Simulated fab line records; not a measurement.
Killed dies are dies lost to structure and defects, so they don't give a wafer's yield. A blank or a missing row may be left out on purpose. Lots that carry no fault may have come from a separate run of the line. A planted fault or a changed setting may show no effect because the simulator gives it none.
Which of the tools did it? + flow n5 finfet + 32 wafers from 11 lots sampled at 5 of the route's 1938 steps

WHAT THE GAUGES SHOWED, per wafer
N5_BEOL_M15_THK_MEAS_50: measures by xrf. Usual: for M15_THK the level is 848 nm and the standard deviation is 18.
| lot  | measured     | on            | M15_THK (nm) | flag |
|------|--------------|---------------|--------------|------|
| L973 | day 12 04:43 | film metro-01 | 879 852 864  |      |
| L974 | day 12 09:25 | film metro-02 | 870 843 853  |      |
| L975 | day 12 20:38 | film metro-02 | 826 821 819  |      |
| L977 | day 12 22:29 | film metro-02 | 869 827 831  |      |
| L979 | day 13 19:13 | film metro-02 | 847 831 824  |      |
| L984 | day 14 16:33 | film metro-01 | 827 852 854  |      |
| L991 | day 16 05:22 | film metro-02 | 860 850 864  |      |
| L992 | day 16 21:37 | film metro-01 | 854 868 848  |      |
| L994 | day 17 13:38 | film metro-02 | 841 855 856  |      |
| L996 | day 17 22:01 | film metro-02 | 848 895 891  |      |
| L995 | day 18 23:20 | film metro-02 | 812 859      |      |

TOOL THAT RAN EACH LOT (tool first, then ch and the chambers of the sampled wafers, then the start)
| lot  | N5_BEOL_M15_STRIP_37                          | N5_BEOL_M15_PRE_CLEAN_42     | N5_BEOL_M15_SPUTTER_44       | N5_BEOL_M15_CMP_49            |
|------|-----------------------------------------------|------------------------------|------------------------------|-------------------------------|
| L973 | rie diel-05 ch 0,2, day 12 03:34 or earlier   | pvd sputter-01, day 12 03:34 | pvd sputter-01, day 12 03:41 | cmp-04 ch 0,1,2, day 12 04:30 |
| L974 | rie diel-04 ch 1,2,3, day 12 08:16 or earlier | pvd sputter-03, day 12 08:16 | pvd sputter-03, day 12 08:23 | cmp-01 ch 2,3, day 12 09:08   |
| L975 | rie diel-04 ch 0,1,2, day 12 19:08 or earlier | pvd sputter-03, day 12 19:08 | pvd sputter-03, day 12 19:15 | cmp-04 ch 0,1, day 12 20:22   |
| L977 | rie diel-04 ch 0,2,3, day 12 21:20 or earlier | pvd sputter-02, day 12 21:20 | pvd sputter-02, day 12 21:27 | cmp-03 ch 0,2,3, day 12 22:16 |
| L979 | rie diel-05 ch 0,1,2, day 13 18:04 or earlier | pvd sputter-01, day 13 18:04 | pvd sputter-01, day 13 18:11 | cmp-04 ch 0,2,3, day 13 18:59 |
| L984 | rie diel-05 ch 0,2, day 14 15:13 or earlier   | pvd sputter-01, day 14 15:13 | pvd sputter-01, day 14 15:20 | cmp-01 ch 2,3, day 14 16:15   |
| L991 | rie diel-05 ch 0,2, day 16 04:13 or earlier   | pvd sputter-03, day 16 04:13 | pvd sputter-03, day 16 04:20 | cmp-01 ch 0,1,2, day 16 05:09 |
| L992 | rie diel-04 ch 0,1, day 16 20:28 or earlier   | pvd sputter-03, day 16 20:28 | pvd sputter-03, day 16 20:35 | cmp-04 ch 1,3, day 16 21:22   |
| L994 | rie diel-04 ch 1,2,3, day 17 12:28 or earlier | pvd sputter-02, day 17 12:28 | pvd sputter-02, day 17 12:35 | cmp-01 ch 0,1,2, day 17 13:20 |
| L996 | rie diel-04 ch 1,2,3, day 17 20:52 or earlier | pvd sputter-01, day 17 20:52 | pvd sputter-01, day 17 20:59 | cmp-03 ch 2,3, day 17 21:43   |
| L995 | rie diel-02 ch 2,3, day 18 22:01 or earlier   | pvd sputter-02, day 18 22:01 | pvd sputter-02, day 18 22:08 | cmp-01 ch 1,3, day 18 23:10   |
- N5_BEOL_M15_STRIP_37: strips in O2.
- N5_BEOL_M15_PRE_CLEAN_42: time 30 s.
- N5_BEOL_M15_SPUTTER_44: material Ta, target thk 15 nm, time 24.19 s.
- N5_BEOL_M15_CMP_49: polishes, stops on SiO2, t overpolish 4.9 s, target thk 850 nm.

AS READ BY THE TOOLS THEMSELVES (means over the sampled wafers that have a number; for cases with no such wafer, the mark the record gives instead)
N5_BEOL_M15_STRIP_37. Usual: drypump motor current A 5.6 A, standard deviation 0.47; oes product au 0.83 a.u., standard deviation 0.098; rf vpp V 3.6 V, standard deviation 0.7; showerhead plenum p Torr 2.12 Torr, standard deviation 0.08; throttle valve pct 16.63 %, standard deviation 0.28.
| lot  | tool        | drypump motor current A (A) | oes product au (a.u.) | rf vpp V (V) | showerhead plenum p Torr (Torr) | throttle valve pct (%) | flag |
|------|-------------|-----------------------------|-----------------------|--------------|---------------------------------|------------------------|------|
| L973 | rie diel-05 | 6.2                         | 0.75                  | 3.2          | 2.11                            | 16.78                  |      |
| L974 | rie diel-04 | 5.4                         | 0.89                  | 3.0          | 2.16                            | 16.49                  |      |
| L975 | rie diel-04 | 5.4                         | 0.88                  | 3.7          | 2.22                            | 16.60                  |      |
| L977 | rie diel-04 | 5.1                         | 0.83                  | 2.5          | 2.16                            | 16.40                  |      |
| L979 | rie diel-05 | 5.9                         | 0.74                  | 2.7          | 2.07                            | 16.70                  |      |
| L984 | rie diel-05 | 6.2                         | 0.73                  | 3.6          | 2.11                            | 16.81                  |      |
| L991 | rie diel-05 | 6.3                         | 0.71                  | 3.7          | 2.10                            | 16.84                  |      |
| L992 | rie diel-04 | 5.6                         | 0.86                  | 4.0          | 2.24                            | 16.51                  |      |
| L994 | rie diel-04 | 5.4                         | 0.82                  | 4.0          | 2.15                            | 16.57                  |      |
| L996 | rie diel-04 | 5.4                         | 0.81                  | 2.8          | 2.15                            | 16.56                  |      |
| L995 | rie diel-02 | 5.6                         | 0.81                  | 3.8          | 2.14                            | 16.75                  |      |

N5_BEOL_M15_PRE_CLEAN_42. Usual: heater power w reads 473 W (standard deviation 62).
| lot  | tool           | heater power w (W) | flag |
|------|----------------|--------------------|------|
| L973 | pvd sputter-01 | 440                |      |
| L974 | pvd sputter-03 | 481                |      |
| L975 | pvd sputter-03 | 456                |      |
| L977 | pvd sputter-02 | 465                |      |
| L979 | pvd sputter-01 | 513                |      |
| L984 | pvd sputter-01 | 586                |      |
| L991 | pvd sputter-03 | 467                |      |
| L992 | pvd sputter-03 | 456                |      |
| L994 | pvd sputter-02 | 478                |      |
| L996 | pvd sputter-01 | 528                |      |
| L995 | pvd sputter-02 | 418                |      |

N5_BEOL_M15_SPUTTER_44. Usual: bias v 80.1 V, standard deviation 0.83; cathode dc power W 15000 W, standard deviation 2.6; throttle valve pct 30.3 %, standard deviation 0.85.
| lot  | tool           | bias v (V) | cathode dc power W (W) | throttle valve pct (%) | flag |
|------|----------------|------------|------------------------|------------------------|------|
| L973 | pvd sputter-01 | 80.0       | 14998                  | 28.9                   |      |
| L974 | pvd sputter-03 | 79.3       | 15001                  | 31.0                   |      |
| L975 | pvd sputter-03 | 80.5       | 15000                  | 31.1                   |      |
| L977 | pvd sputter-02 | 79.6       | 14998                  | 30.0                   |      |
| L979 | pvd sputter-01 | 79.9       | 14998                  | 29.4                   |      |
| L984 | pvd sputter-01 | 80.1       | 15002                  | 30.2                   |      |
| L991 | pvd sputter-03 | 79.7       | 15000                  | 30.9                   |      |
| L992 | pvd sputter-03 | 80.4       | 15002                  | 31.3                   |      |
| L994 | pvd sputter-02 | 79.2       | 15000                  | 30.2                   |      |
| L996 | pvd sputter-01 | 80.3       | 15001                  | 30.1                   |      |
| L995 | pvd sputter-02 | 79.7       | 14999                  | 29.7                   |      |

N5_BEOL_M15_CMP_49. Usual: barrier field endpoint s 11.34 s, standard deviation 0.25; head pressure psi 2.000 psi, standard deviation 0.004; motor current A 8.1 A, standard deviation 0.58.
| lot  | tool   | barrier field endpoint s (s) | head pressure psi (psi) | motor current A (A) | flag |
|------|--------|------------------------------|-------------------------|---------------------|------|
| L973 | cmp-04 | 11.56                        | 2.003                   | 7.7                 |      |
| L974 | cmp-01 | 11.67                        | 2.000                   | 8.3                 |      |
| L975 | cmp-04 | 11.45                        | 2.000                   | 7.6                 |      |
| L977 | cmp-03 | 11.33                        | 2.001                   | 7.4                 |      |
| L979 | cmp-04 | 10.67                        | 2.000                   | 8.3                 |      |
| L984 | cmp-01 | 11.03                        | 1.996                   | 8.3                 |      |
| L991 | cmp-01 | 11.05                        | 1.997                   | 8.4                 |      |
| L992 | cmp-04 | 11.54                        | 2.003                   | 8.5                 |      |
| L994 | cmp-01 | 11.15                        | 2.002                   | 8.3                 |      |
| L996 | cmp-03 | 11.44                        | 1.997                   | 7.5                 |      |
| L995 | cmp-01 | 11.52                        | 1.999                   | 8.6                 |      |

THE ANSWER, worked out from the rows above alone
Rule: take the mean of a lot's wafers that have a number; if it is more than 3 standard deviations from the usual mean, the lot is off. Also off: a lot with no number at a reading for which 4 or more lots have one. All remaining lots with rows at the step are treated as sound. Order of review: gauges by route order, followed by the tools' own readings, for which a lot's mean as printed above is used. The first step at which some lot is off is used, and at that step the reading that is off furthest; a lot without a number counts as furthest.
None of the lots is off at any reading shown; this tells nothing.

WHAT THE SIMULATOR HAD INSERTED
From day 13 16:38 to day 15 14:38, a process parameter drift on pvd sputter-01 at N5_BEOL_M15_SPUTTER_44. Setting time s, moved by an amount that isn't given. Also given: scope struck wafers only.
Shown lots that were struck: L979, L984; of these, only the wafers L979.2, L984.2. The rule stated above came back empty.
